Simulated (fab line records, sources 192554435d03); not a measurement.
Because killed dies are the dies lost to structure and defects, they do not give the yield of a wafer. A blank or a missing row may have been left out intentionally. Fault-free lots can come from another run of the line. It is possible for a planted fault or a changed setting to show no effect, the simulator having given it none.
Which tool is to blame? | flow n5-finfet | 36 wafers from 12 lots sampled at 5 of the route's 1938 steps

== WHAT THE GAUGES SHOWED, per wafer ==
N5_GATE_CUT_OVL_MEAS_14.
lot  | measured     | on         | GATE_CUT_OVL (nm)
L075 | day 4 18:46  | overlay-02 | 0.2 0.5 -0.8
L077 | day 5 07:25  | overlay-02 | 1.0 0.6 -0.4
L079 | day 5 17:48  | overlay-01 | 0.8 0.5 0.2
L081 | day 6 04:57  | overlay-02 | 1.4 0.7 0.0
L083 | day 6 22:26  | overlay-01 | 1.1 -0.1 1.0
L086 | day 7 10:59  | overlay-02 | -0.6 -0.1 -0.3
L087 | day 7 21:02  | overlay-01 | 1.0 0.2 0.3
L089 | day 8 05:11  | overlay-01 | 1.2 0.1 1.0
L091 | day 8 18:44  | overlay-02 | 0.0 0.1 0.4
L093 | day 9 07:55  | overlay-02 | 1.2 1.2 0.6
L095 | day 9 19:03  | overlay-02 | -0.4 0.4 0.9
L097 | day 10 06:29 | overlay-02 | 0.3 -0.3 1.0

== TOOL THAT RAN EACH LOT (tool first, then ch and the chambers of the sampled wafers, then the start) ==
lot  | N5_HKMG_FIN_ETCHBACK_68           | N5_HKMG_FIN_CMP_94           | N5_GATE_CUT_ETCH_56               | N5_GATE_CUT_SAC_CAP_01
L075 | rie-metal-02 ch 0,1, day 4 13:20  | cmp-03 ch 1,3, day 4 14:55   | rie-metal-02 ch 1, day 4 15:18    | ald-sin-02 ch 0,1,3, day 4 15:48
L077 | rie-metal-03 ch 0,1, day 5 00:34  | cmp-04 ch 1,2,3, day 5 02:06 | rie-metal-03 ch 0,1, day 5 02:29  | ald-sin-03 ch 1,2,3, day 5 04:27
L079 | rie-metal-02 ch 0, day 5 11:58    | cmp-04 ch 0,1,3, day 5 13:41 | rie-metal-03 ch 0, day 5 14:11    | ald-sin-02 ch 1,2,3, day 5 14:50
L081 | rie-metal-03 ch 0,1, day 5 23:35  | cmp-02 ch 0,1,3, day 6 01:08 | rie-metal-01 ch 0,1, day 6 01:30  | ald-sin-04 ch 1,2, day 6 01:59
L083 | rie-metal-03 ch 0,1, day 6 16:49  | cmp-02 ch 1,2,3, day 6 18:29 | rie-metal-02 ch 0,1, day 6 18:52  | ald-sin-02 ch 0,2,3, day 6 19:28
L086 | rie-metal-03 ch 0,1, day 7 05:29  | cmp-04 ch 0,2,3, day 7 07:01 | rie-metal-02 ch 0,1, day 7 07:24  | ald-sin-03 ch 0,1,3, day 7 07:53
L087 | rie-metal-01 ch 0,1, day 7 15:29  | cmp-04 ch 0,1,2, day 7 17:08 | rie-metal-03 ch 0,1, day 7 17:29  | ald-sin-03 ch 0,1, day 7 18:03
L089 | rie-metal-01 ch 0,1, day 7 23:40  | cmp-04 ch 0,2,3, day 8 01:15 | rie-metal-03 ch 0,1, day 8 01:36  | ald-sin-03 ch 0,1,2, day 8 02:05
L091 | rie-metal-03 ch 0,1, day 8 12:27  | cmp-04 ch 1,2, day 8 14:01   | rie-metal-02 ch 0,1, day 8 14:25  | ald-sin-02 ch 1,2,3, day 8 15:46
L093 | rie-metal-01 ch 0,1, day 9 02:25  | cmp-02 ch 1,2,3, day 9 03:57 | rie-metal-02 ch 0,1, day 9 04:20  | ald-sin-02 ch 0,2,3, day 9 04:49
L095 | rie-metal-01 ch 0,1, day 9 13:38  | cmp-04 ch 0,3, day 9 15:11   | rie-metal-01 ch 0, day 9 15:35    | ald-sin-02 ch 0,3, day 9 16:04
L097 | rie-metal-01 ch 0,1, day 10 01:05 | cmp-04 ch 0,2, day 10 02:35  | rie-metal-02 ch 0,1, day 10 03:01 | ald-sin-04 ch 0,3, day 10 03:31
- N5_HKMG_FIN_ETCHBACK_68: etches the open film in Cl2/Ar, stops on HfO2, target depth 0.5 nm.
- N5_HKMG_FIN_CMP_94: polishes, stops on SiNx, t overpolish 4.7 s, target thk 43.299 nm.
- N5_GATE_CUT_ETCH_56: etches TiN in Cl2/Ar, target depth 21.6 nm.
- N5_GATE_CUT_SAC_CAP_01: material SiNx, target thk 24 nm, pulse time 1 s, ald cycles 480.

== THE ANSWER, worked out from the rows above alone ==
Rule: usual is defined by the lots themselves. Put in order of their means at a reading, lots are off if they are a third of the lots or fewer, leave a main group of 4 or more, and stand apart from it by a gap of 3 or more times the standard deviation of the main group's means; of several such gaps the widest counts. Not used: any main group whose means are identical at the precision the tables above print for the reading. Also off: a lot with no number at a reading for which 4 or more lots have one. Any other lot the step has rows for is counted as sound.
No lot is off at any reading shown: from this, nothing can be told.

== WHAT THE SIMULATOR PUT IN ==
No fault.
